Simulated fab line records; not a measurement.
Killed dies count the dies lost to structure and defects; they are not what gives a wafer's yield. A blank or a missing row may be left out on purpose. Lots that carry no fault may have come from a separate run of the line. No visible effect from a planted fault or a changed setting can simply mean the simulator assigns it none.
fab line records | flow n5_finfet | part 2 of 2: steps 5 to 6 of 6
[record] lots = 21 wafers = 63 last_day = 18
route steps=1938 shown BEOL_M0_CUTY@712 BEOL_M0@726 BEOL_M1@770
lots that met no fault: taken from a fault-free run of the same line
start_h: start of the lot's first displayed wafer, in hours after the record's first day | wait_h: hours since the lot's step before | " repeats the value in the row above | L1.1+2: a single row standing in for several wafers | - no value, or no start was given | * or withheld: withheld | < > ~ a bound
route shown NAME@n: a module of which the file shows steps, and the number in the route of the first | usual: mean/standard deviation of fault-free wafers | same: alike in all rows | chamber/n: place in a boat | sites: readings site by site | _std_site: standard deviation across them | _edge_site: the outer-site mean with the inner-site mean subtracted | radius_mm: for every site, how far away it sits from the centre of the wafer | mask NAME#n: copy n | behind: the last tool/chamber to shape the wafer | hold: cause of the lot's hold/its duration in hours/its outcome | device: the transistor (n, p or np) that didn't switch | end of line: the route-end tests of the same wafers | a step with no rows: only its recipe | killed: dies lost to structure and defects at the first sort, not the wafer's yield | map: the dies of a wafer, with x for killed, . for not killed, _ for no die there
set.NAME: the setting the step ran with; set.NAME@STEP: the setting that earlier step ran with | model.NAME: the simulator's own value behind a step, which no gauge read
steps of the route over a sample of lots; a table a step, a row a wafer
services: the hour from which a tool's chamber was out of use, counted from the record's first day as start_h (under 0 if before that day), plus the number of hours and why
[[steps]]
[step N5_BEOL_M0_PRE_CLEAN_131]
[recipe] gas = NH3/H2 time_s = 15 temp_c = * rf_power_w = 300
[usual] heater_power_w = 100/27 susceptor_temp_C = *
// columns lot.wafer tool chamber start_h wait_h heater_power_w susceptor_temp_C
L074.1 cvd_co-01 2 119.04 0.0 143 *
L074.2 " 0 " " 91 *
L074.5 " 2 " " 142 *
L075.3 cvd_co-01 0 126.39 0.1 90 *
L075.4 " 2 " " 146 *
L075.5 " 0 " " 92 *
L077.3 cvd_co-02 0 134.37 0.2 109 *
L077.4 " 2 " " 70 *
L077.5 " 0 " " 109 *
L078.1 cvd_co-02 1 144.99 0.0 82 *
L078.3 " 2 " " 71 *
L078.4 " 2 " " 70 *
L080.2 cvd_co-01 2 158.51 0.1 144 *
L080.3 " 1 " " 61 *
L080.4 " 0 " " 91 *
L081.1 cvd_co-02 1 160.67 0.0 83 *
L081.3 " 2 " " 71 *
L081.6 " 1 " " 83 *
L082.1 cvd_co-02 1 171.13 0.0 82 *
L082.3 " 2 " " 71 *
L082.4 " 1 " " 81 *
L083.2 cvd_co-02 0 172.00 0.1 111 *
L083.3 " 1 " " 82 *
L083.6 " 0 " " 112 *
L085.1 cvd_co-02 0 184.47 0.0 108 *
L085.2 " 1 " " 81 *
L085.6 " 2 " " 71 *
L084.3 cvd_co-01 2 186.22 0.2 140 *
L084.5 " 2 " " 138 *
L084.6 " 1 " " 60 *
L086.3 cvd_co-01 0 197.91 1.0 95 *
L086.4 " 2 " " 141 *
L086.5 " 0 " " 90 *
L087.3 cvd_co-01 2 198.35 0.2 143 *
L087.4 " 0 " " 94 *
L087.5 " 0 " " 92 *
L088.1 cvd_co-02 1 208.65 0.1 82 *
L088.2 " 0 " " 109 *
L088.5 " 1 " " 83 *
L089.2 cvd_co-02 0 209.13 0.0 110 *
L089.5 " 1 " " 82 *
L089.6 " 0 " " 109 *
L090.4 cvd_co-01 0 215.95 0.1 91 *
L090.5 " 0 " " 93 *
L090.6 " 2 " " 144 *
L091.1 cvd_co-02 2 221.53 0.0 71 *
L091.3 " 0 " " 111 *
L091.6 " 0 " " 111 *
L092.1 cvd_co-02 1 227.51 0.2 81 *
L092.2 " 0 " " 113 *
L092.5 " 2 " " 72 *
L094.2 cvd_co-02 2 240.73 0.0 72 *
L094.3 " 1 " " 83 *
L094.4 " 0 " " 108 *
L095.4 cvd_co-01 0 247.97 0.2 94 *
L095.5 " 0 " " 89 *
L095.6 " 2 " " 143 *
L096.1 cvd_co-01 0 277.28 0.0 92 *
L096.3 " 2 " " 144 *
L096.5 " 2 " " 146 *
L097.2 cvd_co-01 0 277.51 0.0 93 *
L097.4 " 1 " " 62 *
L097.5 " 2 " " 143 *
[step N5_BEOL_M1_ETCH_64]
[recipe] chemistry = N2/H2 target = SOC target_depth_a = 750 overetch_a = 150 mask_material = SiARC temp_c = 40 time_s = 112.5 ion_energy_ev = 200 pressure_mtorr = 30 source_w = 840 bias_w = 150 n2_flow_sccm = 200 h2_flow_sccm = 200
[usual] drypump_motor_current_A = 5.8/0.46 h2_flow_sccm = 200.0/0.59 oes_product_au = 0.571/0.029 rf_vpp_V = 524.5/2.5 showerhead_plenum_p_Torr = 2.57/0.09 throttle_valve_pct = 17.94/0.27
// columns lot.wafer tool chamber start_h wait_h drypump_motor_current_A h2_flow_sccm oes_product_au rf_hours_counter_h rf_vpp_V showerhead_plenum_p_Torr throttle_valve_pct
L074.1 rie_diel-03 2 122.61 0.0 5.6 199.8 0.640 85 524.8 2.58 18.09
L074.2 " 0 " " 5.9 200.1 0.575 167 526.2 2.66 18.00
L074.5 " 3 " " 5.9 199.4 0.553 - 525.9 2.65 18.48
L075.3 rie_diel-06 3 127.75 0.0 5.2 200.6 0.589 189 519.4 2.41 17.72
L075.4 " 1 " " 5.7 199.9 0.560 - 527.4 2.62 17.57
L075.5 " 3 " " 5.2 199.9 0.596 - 520.7 2.41 17.72
L077.3 rie_diel-03 0 136.99 0.0 5.9 200.3 0.577 172 524.2 2.66 17.99
L077.4 " 2 " " 5.7 200.3 0.628 - 525.4 2.58 18.09
L077.5 " 0 " " 5.9 200.0 0.578 - 527.3 2.66 18.00
L078.1 rie_diel-06 2 146.72 0.0 6.8 200.9 0.618 124 522.0 2.45 17.87
L078.3 " 0 " " 5.7 199.5 0.568 187 524.7 2.63 17.74
L078.4 " 3 " " 5.2 199.6 0.590 193 518.5 2.41 17.71
L080.2 rie_diel-03 3 160.57 0.0 5.9 199.2 0.545 216 525.6 2.65 18.50
L080.3 " 2 " " 5.6 200.9 0.620 99 524.5 2.58 18.10
L080.4 " 2 " " 5.6 201.1 0.629 - 524.0 2.58 18.12
L081.1 rie_diel-06 0 161.83 0.0 5.7 200.0 0.565 191 527.5 2.63 17.74
L081.3 " 3 " " 5.2 198.9 0.586 198 520.9 2.41 17.74
L081.6 " 0 " " 5.7 200.3 0.567 - 527.6 2.63 17.75
L082.1 rie_diel-06 1 172.66 0.0 5.7 200.8 0.551 202 526.2 2.62 17.59
L082.3 " 2 " " 6.7 200.5 0.618 132 520.8 2.45 17.89
L082.4 " 0 " " 5.7 200.1 0.561 195 524.6 2.63 17.75
L083.2 rie_diel-06 0 175.04 0.0 5.7 199.8 0.564 196 525.6 2.63 17.76
L083.3 " 3 " " 5.1 199.3 0.578 203 519.8 2.40 17.72
L083.6 " 1 " " 5.7 199.7 0.549 - 525.5 2.62 17.60
L085.1 rie_diel-06 3 186.40 0.0 5.2 200.3 0.580 205 520.9 2.40 17.75
L085.2 " 2 " " 6.7 201.3 0.612 135 521.4 2.45 17.91
L085.6 " 0 " " 5.7 200.3 0.560 - 526.4 2.63 17.76
L084.3 rie_diel-05 2 189.03 0.0 6.3 198.4 0.584 205 526.4 2.64 17.91
L084.5 " 3 " " 6.1 199.7 0.545 - 523.2 2.52 18.06
L084.6 " 0 " " 5.3 199.9 0.596 - 529.4 2.64 17.54
L086.3 rie_diel-06 1 199.83 0.0 5.7 200.0 0.548 209 526.7 2.61 17.63
L086.4 " 0 " " 5.7 199.8 0.557 202 526.3 2.63 17.75
L086.5 " 0 " " 5.7 201.0 0.563 - 526.1 2.63 17.76
L087.3 rie_diel-06 2 200.05 0.0 6.8 200.4 0.607 139 518.2 2.45 17.90
L087.4 " 3 " " 5.2 199.9 0.577 209 519.2 2.40 17.75
L087.5 " 2 " " 6.7 199.9 0.608 - 521.3 2.45 17.89
L088.1 rie_diel-06 1 209.99 0.0 5.7 200.1 0.538 211 525.8 2.61 17.63
L088.2 " 3 " " 5.2 200.1 0.580 212 521.1 2.40 17.76
L088.5 " 3 " " 5.2 199.9 0.581 - 520.4 2.40 17.73
L089.2 rie_diel-06 0 211.93 0.0 5.7 199.4 0.562 206 525.4 2.63 17.75
L089.5 " 1 " " 5.7 200.1 0.551 - 524.8 2.61 17.61
L089.6 " 2 " " 6.7 199.2 0.603 - 522.0 2.45 17.92
L090.4 rie_diel-05 0 217.93 0.0 5.3 200.0 0.587 166 524.9 2.63 17.53
L090.5 " 2 " " 6.4 200.1 0.577 - 526.5 2.64 17.91
L090.6 " 1 " " 5.1 199.9 0.554 - 526.9 2.65 18.20
L091.1 rie_diel-03 2 223.61 0.0 5.7 199.8 0.604 122 523.1 2.57 18.15
L091.3 " 1 " " 6.4 199.6 0.535 245 524.7 2.64 18.21
L091.6 " 0 " " 5.9 200.8 0.559 - 526.5 2.64 18.07
L092.1 rie_diel-03 1 230.31 0.0 6.4 200.0 0.528 246 526.2 2.63 18.20
L092.2 " 3 " " 5.9 200.4 0.533 238 526.2 2.64 18.54
L092.5 " 2 " " 5.6 199.6 0.601 - 523.3 2.57 18.14
L094.2 rie_diel-05 3 243.39 0.0 6.1 200.9 0.527 240 521.7 2.51 18.07
L094.3 " 2 " " 6.4 199.4 0.579 220 526.1 2.63 17.93
L094.4 " 0 " " 5.3 199.3 0.590 171 528.0 2.63 17.56
L095.4 rie_diel-06 0 251.58 0.0 5.7 201.0 0.555 219 526.5 2.62 17.78
L095.5 " 3 " " 5.2 200.6 0.568 - 521.2 2.40 17.79
L095.6 " 2 " " 6.8 199.3 0.592 - 519.9 2.44 17.93
L096.1 rie_diel-03 2 279.39 0.0 5.6 200.8 0.598 129 524.9 2.57 18.16
L096.3 " 1 " " 6.5 200.5 0.528 257 526.9 2.63 18.24
L096.5 " 0 " " 5.9 199.6 0.551 - 525.5 2.64 18.07
L097.2 rie_diel-06 0 279.65 0.0 5.7 199.9 0.544 229 524.2 2.62 17.82
L097.4 " 3 " " 5.2 200.8 0.564 236 518.7 2.39 17.78
L097.5 " 1 " " 5.7 200.3 0.533 - 525.8 2.60 17.66
[[services]]
// columns tool chamber start_h hours kind
rie_diel-02 2 93.10 - clean
rie_diel-02 2 93.10 - consumable_replace:focus_ring
rie_diel-02 2 93.10 19.4 scheduled_down
rie_diel-02 2 93.10 19.4 vent_cycle
rie_diel-03 0 109.28 3.0 repair
rie_diel-01 0 114.92 6.0 repair
rie_diel-06 0 119.35 10.0 repair
pvd_sputter-03 - 121.47 2.2 repair
rie_diel-05 0 124.31 6.9 repair
rie_diel-03 1 127.54 46.7 repair
rie_diel-05 3 136.41 7.8 repair
cvd_co-01 - 171.25 14.6 pm
rie_diel-04 1 173.76 7.8 repair
pvd_sputter-02 - 174.82 1.6 repair
rie_diel-06 - 182.23 2.8 pm
cvd_co-02 - 185.90 14.6 pm
cvd_co-01 1 194.93 65.5 repair
cvd_co-01 - 211.02 2.8 pm
rie_diel-02 2 220.06 5.1 repair
rie_diel-02 - 236.00 4.0 repair
rie_diel-03 - 242.73 14.6 pm
rie_diel-04 - 260.98 14.6 pm
rie_diel-04 3 277.80 22.7 repair
rie_diel-04 - 278.13 2.0 repair
